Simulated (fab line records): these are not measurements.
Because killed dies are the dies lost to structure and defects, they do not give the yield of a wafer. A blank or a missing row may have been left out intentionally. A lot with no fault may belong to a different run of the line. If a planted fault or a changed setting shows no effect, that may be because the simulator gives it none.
Split-lot experiment / flow n5Finfet / 7 lots, 21 wafers read, on a route of 1938 steps

== THE SPLIT ITSELF ==
At N5_BEOL_M2_DESCUM_16 (chemistry O2, time 7 s), the setting timeS was moved away from the recipe's 7 s on 8 of the 21 wafers read, by -10.0% to +22.0%. The other wafers ran this setting at the recipe's value.

The split's own step is where the reading is taken.

== THE READING ==
CAR-EUV_of_BEOL_M2_COAT_05.thkNm (the simulator's own value, which no gauge read), in nm, at N5_BEOL_M2_DESCUM_16 (chemistry O2, time 7 s). The file gives no usual value for it. Average 26.0 nm, standard deviation 0.095 nm, over the 13 wafers here run with the recipe.

wafer=L074.1; tool, chamber at the split=rieDiel-04, 1,2; timeS as run, s=7.691; against the recipe=+9.9%; CAR-EUV_of_BEOL_M2_COAT_05.thkNm, nm=25.8; against lot-mates on the recipe=-0.4
wafer=L074.6; tool, chamber at the split=rieDiel-04, 1,2; timeS as run, s=7.691; against the recipe=+9.9%; CAR-EUV_of_BEOL_M2_COAT_05.thkNm, nm=25.8; against lot-mates on the recipe=-0.4
wafer=L074.3; tool, chamber at the split=rieDiel-04, 2; timeS as run, s=7; against the recipe=recipe; CAR-EUV_of_BEOL_M2_COAT_05.thkNm, nm=26.2; against lot-mates on the recipe=-
wafer=L078.1; tool, chamber at the split=rieDiel-04, 3,2; timeS as run, s=6.443; against the recipe=-8.0%; CAR-EUV_of_BEOL_M2_COAT_05.thkNm, nm=26.2; against lot-mates on the recipe=+0.4
wafer=L078.2; tool, chamber at the split=rieDiel-04, 3,2; timeS as run, s=6.443; against the recipe=-8.0%; CAR-EUV_of_BEOL_M2_COAT_05.thkNm, nm=26.2; against lot-mates on the recipe=+0.4
wafer=L078.5; tool, chamber at the split=rieDiel-04, 2; timeS as run, s=7; against the recipe=recipe; CAR-EUV_of_BEOL_M2_COAT_05.thkNm, nm=25.8; against lot-mates on the recipe=-
wafer=L081.1; tool, chamber at the split=rieDiel-04, 0,3,3; timeS as run, s=7; against the recipe=recipe; CAR-EUV_of_BEOL_M2_COAT_05.thkNm, nm=26; against lot-mates on the recipe=-
wafer=L081.2; tool, chamber at the split=rieDiel-04, 0,3,3; timeS as run, s=7; against the recipe=recipe; CAR-EUV_of_BEOL_M2_COAT_05.thkNm, nm=26; against lot-mates on the recipe=-
wafer=L081.5; tool, chamber at the split=rieDiel-04, 0,3,3; timeS as run, s=7; against the recipe=recipe; CAR-EUV_of_BEOL_M2_COAT_05.thkNm, nm=26; against lot-mates on the recipe=-
wafer=L090.1; tool, chamber at the split=rieDiel-04, 3,1,0; timeS as run, s=7; against the recipe=recipe; CAR-EUV_of_BEOL_M2_COAT_05.thkNm, nm=26; against lot-mates on the recipe=-
wafer=L090.2; tool, chamber at the split=rieDiel-04, 3,1,0; timeS as run, s=7; against the recipe=recipe; CAR-EUV_of_BEOL_M2_COAT_05.thkNm, nm=26; against lot-mates on the recipe=-
wafer=L090.3; tool, chamber at the split=rieDiel-04, 3,1,0; timeS as run, s=7; against the recipe=recipe; CAR-EUV_of_BEOL_M2_COAT_05.thkNm, nm=26; against lot-mates on the recipe=-
wafer=L088.1; tool, chamber at the split=rieDiel-03, 3; timeS as run, s=7; against the recipe=recipe; CAR-EUV_of_BEOL_M2_COAT_05.thkNm, nm=26; against lot-mates on the recipe=-
wafer=L088.3; tool, chamber at the split=rieDiel-03, 2; timeS as run, s=8.203; against the recipe=+17.2%; CAR-EUV_of_BEOL_M2_COAT_05.thkNm, nm=25.4; against lot-mates on the recipe=-0.5
wafer=L088.6; tool, chamber at the split=rieDiel-03, 2; timeS as run, s=7; against the recipe=recipe; CAR-EUV_of_BEOL_M2_COAT_05.thkNm, nm=25.8; against lot-mates on the recipe=-
wafer=L097.1; tool, chamber at the split=rieDiel-04, 1; timeS as run, s=7; against the recipe=recipe; CAR-EUV_of_BEOL_M2_COAT_05.thkNm, nm=26; against lot-mates on the recipe=-
wafer=L097.6; tool, chamber at the split=rieDiel-04, 1; timeS as run, s=7; against the recipe=recipe; CAR-EUV_of_BEOL_M2_COAT_05.thkNm, nm=26; against lot-mates on the recipe=-
wafer=L097.5; tool, chamber at the split=rieDiel-04, 0; timeS as run, s=6.302; against the recipe=-10.0%; CAR-EUV_of_BEOL_M2_COAT_05.thkNm, nm=26.2; against lot-mates on the recipe=+0.2
wafer=L096.1; tool, chamber at the split=rieDiel-01, 0; timeS as run, s=8.54; against the recipe=+22.0%; CAR-EUV_of_BEOL_M2_COAT_05.thkNm, nm=25.4; against lot-mates on the recipe=-0.6
wafer=L096.2; tool, chamber at the split=rieDiel-01, 3; timeS as run, s=7; against the recipe=recipe; CAR-EUV_of_BEOL_M2_COAT_05.thkNm, nm=26; against lot-mates on the recipe=-
wafer=L096.4; tool, chamber at the split=rieDiel-01, 2; timeS as run, s=8.54; against the recipe=+22.0%; CAR-EUV_of_BEOL_M2_COAT_05.thkNm, nm=25.2; against lot-mates on the recipe=-0.8
If several chambers appear in one row, that row covers several wafers at once and the file leaves open which wafer was in which chamber.

THE FIT
A straight line over all 21 wafers: CAR-EUV_of_BEOL_M2_COAT_05.thkNm changes by -0.0292 nm for each +1% of timeS; r = -0.94; the points scatter about the line by 0.096 nm.
The same after taking each lot's own level away (the mean of its wafers on the recipe; 21 wafers): -0.0332 nm for each +1%; r = -0.97; scatter 0.076 nm.
On that fit, the largest move of timeS shifts the reading by 0.73 nm.
The lots' own levels span 25.80 to 26.20 nm, that is 4.2 times the standard deviation above.
Thus the slope moves with the lot-to-lot level: the two fits are different.
Check: for one of the wafers moved furthest among these (+22.0%), held out of the fit, the line's prediction against its lot-mates is -0.777 nm. It came out at -0.6 nm against them.

== OTHER SPLITS APPLIED TO THESE WAFERS ==
These wafers also went through other splits before the reading. Each is held against what the fit with the lots' levels taken away leaves over:
other split on the same wafers=N5_BEOL_M1_PECVD_72 timeS; wafers away from the commonest value=6; r with CAR-EUV_of_BEOL_M2_COAT_05.thkNm (lot level and that fit taken away)=-0.07
other split on the same wafers=N5_BEOL_M1_EXPOSE_08 doseMj; wafers away from the commonest value=4; r with CAR-EUV_of_BEOL_M2_COAT_05.thkNm (lot level and that fit taken away)=+0.01

== THE FILE'S OWN FIT ==
CAR-EUV_of_BEOL_M2_COAT_05.thkNm changes by -0.0319 nm for each +1% of timeS, r = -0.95.
